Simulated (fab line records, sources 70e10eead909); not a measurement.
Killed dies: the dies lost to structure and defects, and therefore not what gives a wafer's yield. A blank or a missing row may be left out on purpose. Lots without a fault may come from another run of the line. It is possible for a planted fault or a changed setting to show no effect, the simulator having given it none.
Matching of chambers	flow nand harc	NHARC_A_STAIRCASE_DEP_156 on pecvd-04 has 3 sister chambers
The step deposits SiNx, target thk 50 nm. 3 wafers are shown with their chamber, then 8 later ones without.

== EACH WAFER AND ITS CHAMBER ==
wafer	chamber	heater power w (W)
L685.4	0	656
L686.5	1	652
L688.1	2	809

== WAFERS WITH NO CHAMBER GIVEN ==
wafer	heater power w (W)
L688.2	637
L688.4	569
L691.2	912
L691.5	904
L691.6	667
L692.2	616
L692.3	669
L692.5	971

== EACH ONE'S CHAMBER ==
wafer	from the rows above	in truth
L688.2	can't be placed: 1 or 0 or 2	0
L688.4	can't be placed: 1 or 0 or 2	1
L691.2	can't be placed: 2 or 0 or 1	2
L691.5	can't be placed: 2 or 0 or 1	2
L691.6	can't be placed: 0 or 1 or 2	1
L692.2	can't be placed: 1 or 0 or 2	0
L692.3	can't be placed: 0 or 1 or 2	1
L692.5	can't be placed: 2 or 0 or 1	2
Placed correctly: 0 of 8. Not placeable from these rows: 8 (in 8, the candidates include the true chamber). Wrongly placed: 0.
How it was worked out, from the rows above alone: a wafer's distance from a chamber is the root of the sum, over the readings, of the square of ((its reading less the chamber's mean) divided by the reading's scatter). If the next closest chamber is less than 2 further off than the closest, the wafer can't be placed; otherwise it belongs to the closest. For every chamber, the mean is computed from those of its wafers that are shown. The scatter (one wafer shown for each chamber): square how far every hidden wafer sits from the nearest shown wafer, average those squares and take the square root.
